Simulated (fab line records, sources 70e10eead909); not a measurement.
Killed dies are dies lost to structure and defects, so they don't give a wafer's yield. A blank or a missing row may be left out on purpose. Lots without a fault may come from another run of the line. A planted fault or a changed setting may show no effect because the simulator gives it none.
A struck lot beside a sound one | flow nand_harc | 14 steps out of a route of 1302
Sound: wafers L878.1, L878.2, L878.4. Struck: wafers L871.1, L871.5, L871.6. The cause comes at the end.
At each step with rows: each side's tool, then ch and its chambers, then its first start. Under that, the readings that differ: sound wafers | struck wafers | difference of the means | sigmas: that difference in standard deviations of wafers without a fault.
alike: readings whose means differ by less than 2 such deviations, and words and numbers that are the same on both sides. not compared: withheld readings, readings that some wafer has no value for, bounds like >300 that may hide the same value, and numbers for which the record gives no deviation and whose values overlap.
The two part at a step that has a row with sigmas, a row that says differs or no value, or rows on one side only. Numbers that don't overlap but have no deviation are shown without sigmas and don't part them. A reading that every wafer of one side lacks parts them only if that side has two wafers or more.

NHARC_P_M2_CD_MEAS_09: target cd 170 nm.
  sound on cd_sem-01 ch 0, day 13 05:50; struck on cd_sem-02 ch 0, day 10 10:24
  alike: cd_nm
NHARC_P_M2_OVL_MEAS_10: pitch 340 nm.
  sound on overlay-01, day 13 05:55; struck on overlay-01, day 10 10:29
  reading           | sound       | struck         | difference | sigmas
  overlay_x_nm (nm) | 0.6 1.7 0.4 | -1.1 -1.4 -1.2 | -2.1       | -2
  alike: overlay_y_nm
NHARC_P_M2_INSPECT_11:
  sound on defect_inspect-02, day 13 05:57; struck on defect_inspect-02, day 10 10:31
  alike: raw_defect_count
then, 2 steps without rows for these wafers: NHARC_P_M2_DESCUM_14 (chemistry O2, time 3 s); NHARC_P_M2_ETCH_35 (etches the open film in N2/H2, target depth 40 nm, overetch 12 nm, time 43.94 s).
NHARC_P_M2_ETCH_15: etches the open film in C4F8/Ar, target depth 182.5 nm, time 91.2 s.
  sound on rie_diel-03 ch 0,1,3; struck on rie_diel-05 ch 0,1,3
  alike: oes_product_au, rf_vpp_V
  not compared: rf_hours_counter_h
NHARC_P_M2_CD_MEAS_16:
  sound on cd_sem-02, day 13 06:19; struck on cd_sem-02, day 10 10:53
  alike: cd_nm
NHARC_P_M2_STRIP_18: strips in N2/H2.
  sound on rie_diel-04 ch 0,1,2, day 13 06:25; struck on rie_diel-03 ch 0,3, day 10 10:59
  alike: drypump_motor_current_A, n2_flow_sccm, oes_product_au, rf_vpp_V, showerhead_plenum_p_Torr, throttle_valve_pct
  not compared: rf_hours_counter_h
NHARC_P_M2_ETCH_28: etches the open film in CF4/N2, target depth 30 nm, time 72.99 s.
  sound on rie_diel-04 ch 0,2,3; struck on rie_diel-03 ch 1,2,3
  alike: drypump_motor_current_A, n2_flow_sccm, oes_product_au, rf_vpp_V, showerhead_plenum_p_Torr, throttle_valve_pct
  not compared: rf_hours_counter_h
then, 1 step without rows for these wafers: NHARC_P_M2_STRIP_19 (strips in post etch residue remover, time 600 s).
NHARC_P_M2_DEGAS_29: time 60 s.
  sound on pvd_sputter-01, day 13 07:04; struck on pvd_sputter-02, day 10 11:37
  alike: heater_power_w
then, 1 step without rows for these wafers: NHARC_P_M2_PRE_CLEAN_30 (time 30 s).
NHARC_P_M2_PVD_20: deposits TaN, target thk 5 nm, time 8.06 s.
  sound on pvd_sputter-01, day 13 07:11; struck on pvd_sputter-02, day 10 12:11
  no value came back on the struck wafers for bias_v (V), cathode_dc_power_W (W), throttle_valve_pct (%); on the sound wafers bias_v (V) reads 167.8 167.1 169.0
NHARC_P_M2_PVD_21: deposits Cu, target thk 30 nm, time 20.49 s.
  sound on pvd_sputter-01; struck on pvd_sputter-02
  alike: cathode_dc_power_W, chamber_pressure_pa, throttle_valve_pct

WHERE THEY PART
First at NHARC_P_M2_OVL_MEAS_10; last, within this record, at NHARC_P_M2_PVD_20. Later steps at which nothing parts them and some readings are alike: NHARC_P_M2_PVD_21.

WHY: what the simulator had put in
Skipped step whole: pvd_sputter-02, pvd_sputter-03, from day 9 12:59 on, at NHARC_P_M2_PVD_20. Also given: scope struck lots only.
